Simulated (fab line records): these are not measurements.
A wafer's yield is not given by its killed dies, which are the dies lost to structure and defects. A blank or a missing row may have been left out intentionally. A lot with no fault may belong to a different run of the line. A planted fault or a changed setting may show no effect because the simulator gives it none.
Matching of chambers :: flow nandHarc :: NHARC_A_STAIRCASE_DEP_151 on pecvd-02: 3 sister chambers
The step deposits SiO2, target thk 7200 nm. 3 wafers are shown with their chamber, then 7 later ones without.

## WAFERS WITH THEIR CHAMBER
wafer: L081.1
chamber: 2
heaterPowerW (W): 788

wafer: L084.1
chamber: 0
heaterPowerW (W): 561

wafer: L084.5
chamber: 1
heaterPowerW (W): 631

## WAFERS WHOSE CHAMBER IS MISSING
wafer: L084.6
heaterPowerW (W): 539

wafer: L086.3
heaterPowerW (W): 736

wafer: L086.4
heaterPowerW (W): 624

wafer: L086.6
heaterPowerW (W): 616

wafer: L092.4
heaterPowerW (W): 642

wafer: L092.5
heaterPowerW (W): 563

wafer: L092.6
heaterPowerW (W): 623

## WHICH CHAMBER EACH WENT THROUGH
wafer: L084.6
from the rows above: 0
in truth: 0

wafer: L086.3
from the rows above: 2
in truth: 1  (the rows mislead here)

wafer: L086.4
from the rows above: 1
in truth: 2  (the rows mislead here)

wafer: L086.6
from the rows above: can't be placed: 1 or 0
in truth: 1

wafer: L092.4
from the rows above: 1
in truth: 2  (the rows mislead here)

wafer: L092.5
from the rows above: 0
in truth: 0

wafer: L092.6
from the rows above: 1
in truth: 1
Placed correctly: 3 of 7. Cannot be placed on the basis of these rows: 1; the candidates contain the true chamber in 1. Number placed wrongly: 3.
How it was worked out, from the rows above alone: a wafer's distance from a chamber is the root of the sum, over the readings, of the square of ((its reading less the chamber's mean) divided by the reading's scatter). If the next closest chamber is less than 2 further off than the closest, the wafer can't be placed; otherwise it belongs to the closest. Each chamber's mean is taken over the wafers shown for it. The scatter: with one shown wafer a chamber, the root of the mean of the squares of how far each hidden wafer lies from its nearest shown one.
